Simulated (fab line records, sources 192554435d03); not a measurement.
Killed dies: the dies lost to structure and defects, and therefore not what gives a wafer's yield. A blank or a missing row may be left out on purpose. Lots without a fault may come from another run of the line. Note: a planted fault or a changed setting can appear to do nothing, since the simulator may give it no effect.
Split-lot study    flow n5-finfet    on a route of 1938 steps: 7 lots, 21 wafers read

## THE SPLIT
At N5_BEOL_M15_SPUTTER_43 (material TaN, target thk 15 nm, time 24.19 s), the setting power-w was moved away from the recipe's 15000 W on 9 of the 21 wafers read, by -12.3% to +14.9%. All remaining wafers had this setting at the recipe value.

Reading taken at the split's own step.

## THE READING
TaN_of_BEOL_M15_SPUTTER_43.thk-nm (the simulator's own value, which no gauge read), in nm, at N5_BEOL_M15_SPUTTER_43 (material TaN, target thk 15 nm, time 24.19 s). The file gives no usual value for it. Average 15.0 nm, standard deviation 0.22 nm, over the 12 wafers here run with the recipe.

wafer   tool, chamber at the split  power-w as run, W  against the recipe  TaN_of_BEOL_M15_SPUTTER_43.thk-nm, nm  against lot-mates on the recipe
L074.1  pvd-sputter-01, -           15000              recipe              15.4                                   -
L074.3  pvd-sputter-01, -           13150              -12.3%              13                                     -2.4
L074.4  pvd-sputter-01, -           13150              -12.3%              13                                     -2.4
L077.1  pvd-sputter-03, -           13670              -8.9%               14                                     -0.8
L077.2  pvd-sputter-03, -           13670              -8.9%               13.4                                   -1.4
L077.4  pvd-sputter-03, -           15000              recipe              14.8                                   -
L080.3  pvd-sputter-03, -           15000              recipe              14.6                                   -
L080.4  pvd-sputter-03, -           17240              +14.9%              17.6                                   +2.9
L080.5  pvd-sputter-03, -           15000              recipe              14.8                                   -
L085.2  pvd-sputter-01, -           15000              recipe              14.8                                   -
L085.4  pvd-sputter-01, -           15000              recipe              14.8                                   -
L085.3  pvd-sputter-01, -           15000              recipe              15.2                                   -
L092.1  pvd-sputter-02, -           15000              recipe              15                                     -
L092.2  pvd-sputter-02, -           13470              -10.2%              13.4                                   -1.6
L092.4  pvd-sputter-02, -           13470              -10.2%              13.6                                   -1.4
L093.1  pvd-sputter-02, -           15000              recipe              15.2                                   -
L093.4  pvd-sputter-02, -           15000              recipe              15.2                                   -
L093.3  pvd-sputter-02, -           13470              -10.2%              13.4                                   -1.8
L095.1  pvd-sputter-03, -           16500              +10.0%              16.8                                   +1.8
L095.2  pvd-sputter-03, -           15000              recipe              15                                     -
L095.5  pvd-sputter-03, -           15000              recipe              15                                     -

FIT RESULTS
A straight line over all 21 wafers: TaN_of_BEOL_M15_SPUTTER_43.thk-nm changes by +0.162 nm for each +1% of power-w; r = +0.98; the points scatter about the line by 0.22 nm.
The same after taking each lot's own level away (the mean of its wafers on the recipe; 21 wafers): +0.175 nm for each +1%; r = +0.98; scatter 0.23 nm.
The reading moves by 2.6 nm for the largest change in power-w, on that fit.
From 14.70 to 15.40 nm: that is the span of the lots' own levels, equal to 3.1 times the standard deviation above.
Consequently the slope shifts little with the lot-to-lot level, the two slopes agreeing.
Check: with one of the wafers moved furthest among these (+14.9%) left out of the fit, the line predicts +2.56 nm for it against its lot-mates. Against them it came out at +2.9 nm.

## OTHER SPLITS ON THESE WAFERS
Note: prior to the reading, these wafers also went through further splits. Each is held against what the fit with the lots' levels taken away leaves over:
other split on the same wafers  wafers away from the commonest value  r with TaN_of_BEOL_M15_SPUTTER_43.thk-nm (lot level and that fit taken away)
N5_BEOL_M14_EXPOSE_25 dose-mj   11                                    +0.15

## FILE'S OWN FIT
TaN_of_BEOL_M15_SPUTTER_43.thk-nm changes by +0.176 nm for each +1% of power-w, r = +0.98.
